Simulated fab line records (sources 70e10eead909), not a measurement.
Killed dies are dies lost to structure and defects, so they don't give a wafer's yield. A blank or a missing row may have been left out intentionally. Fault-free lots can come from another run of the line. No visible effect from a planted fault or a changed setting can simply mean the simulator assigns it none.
A lot that was struck, set against a sound lot	flow nand harc	12 steps out of a route of 1302
Sound: these wafers, L172.2, L172.4, L172.6. Struck: wafer L183.2. At the end, the cause is stated.
At each step with rows: each side's tool, then ch and its chambers, then its first start. Under that, the readings that differ: sound wafers	struck wafers	difference of the means	sigmas: that difference in standard deviations of wafers without a fault.
alike: same words and numbers on both sides, and readings whose means sit less than 2 such deviations apart. not compared: any withheld reading, any reading some wafer has no value for, any bound like >300 that may hide the same value, and any number with overlapping values for which the record gives no deviation.
A row with sigmas, a row that says differs or no value, or rows on one side alone: a step with any of these is where the two part. Numbers that have no deviation but don't overlap get no sigmas and don't part them. Lack of a reading on every wafer of one side parts them only where that side has two or more wafers.

NHARC_A_CHANNEL_FILL_D1_THK_MEAS_06: measures by ellipsometry.
  struck on film metro-01, day 15 05:33; sound on film metro-02, day 10 18:44
  alike: thk nm
NHARC_A_CHANNEL_FILL_D1_ALD_25: deposits SiOx, target thk 60 nm, pulse time 10 s, ald cycles 600.
  sound on ald hk-02 ch 0,1,2, day 10 18:47; struck on ald hk-03 ch 0, day 15 06:13
  alike: heater power outer w, heater power w, precursor pulse height rel
NHARC_A_CHANNEL_FILL_D1_ETCHBACK_08: etches the open film in C4F8, target depth 220 nm, time 110 s.
  sound on rie diel-11 ch 0,2; struck on rie diel-11 ch 1
reading	sound	struck	difference	sigmas
oes product au (a.u.)	0.92 0.92 0.92	1.00	+0.08	+2
  alike: rf fwd power W, rf vpp V
  not compared: rf hours counter h
NHARC_A_CHANNEL_FILL_D1_STRIP_29: strips in O2, time 20 s.
  sound on rie diel-11 ch 0,2; struck on rie diel-11 ch 0
reading	sound	struck	difference	sigmas
rf vpp V (V)	56.9 57.2 58.4	55.6	-1.9	-2
  alike: drypump motor current A, oes product au, showerhead plenum p Torr, throttle valve pct
  not compared: rf hours counter h
then, 3 steps without rows for these wafers: NHARC_A_CHANNEL_FILL_D1_PRECLEAN_30 (cleans in dHF, time 30 s); NHARC_A_CHANNEL_FILL_D1_SRD_31; NHARC_A_CHANNEL_FILL_D1_CVD_09 (deposits poly-Si, target thk 150 nm, time 3000 s).
NHARC_A_CHANNEL_FILL_D1_CMP_10: polishes, target thk 150 nm.
  sound on cmp-03 ch 0,2,3, day 11 06:13; struck on cmp-03 ch 3, day 15 17:18
reading	sound	struck	difference	sigmas
time to endpoint s (s)	15.9 13.1 14.2	19.9	+5.5	+2
  alike: motor current A
after that, 1 step had no rows for these wafers: NHARC_A_CHANNEL_FILL_D1_SRD_12.
NHARC_A_CHANNEL_FILL_D1_INSPECT_13:
  struck on defect inspect-01, day 15 17:40; sound on defect inspect-01, day 11 06:35
  alike: raw defect count
NHARC_A_DECK1_JOINT_ETCHBACK_07: etches the open film in HBr, target depth 105 nm, time 26.9 s.
  sound on rie si-04 ch 0,1,3, day 11 06:39; struck on rie si-02 ch 3, day 15 17:45
reading	sound	struck	difference	sigmas
drypump motor current A (A)	5.7 5.5 6.0	4.9	-0.8	-2
oes product au (a.u.)	1.015 0.998 1.015	0.941	-0.068	-5
  alike: rf fwd power W, throttle valve pct
  not compared: rf hours counter h
then, 1 step without rows for these wafers: NHARC_A_DECK1_JOINT_ETCH_25 (etches SiO2 in dHF, target depth 0.5 nm).

## WHERE THEY PART
First at NHARC_A_CHANNEL_FILL_D1_ETCHBACK_08; last, within this record, at NHARC_A_DECK1_JOINT_ETCHBACK_07.

WHY: whatever the simulator had introduced
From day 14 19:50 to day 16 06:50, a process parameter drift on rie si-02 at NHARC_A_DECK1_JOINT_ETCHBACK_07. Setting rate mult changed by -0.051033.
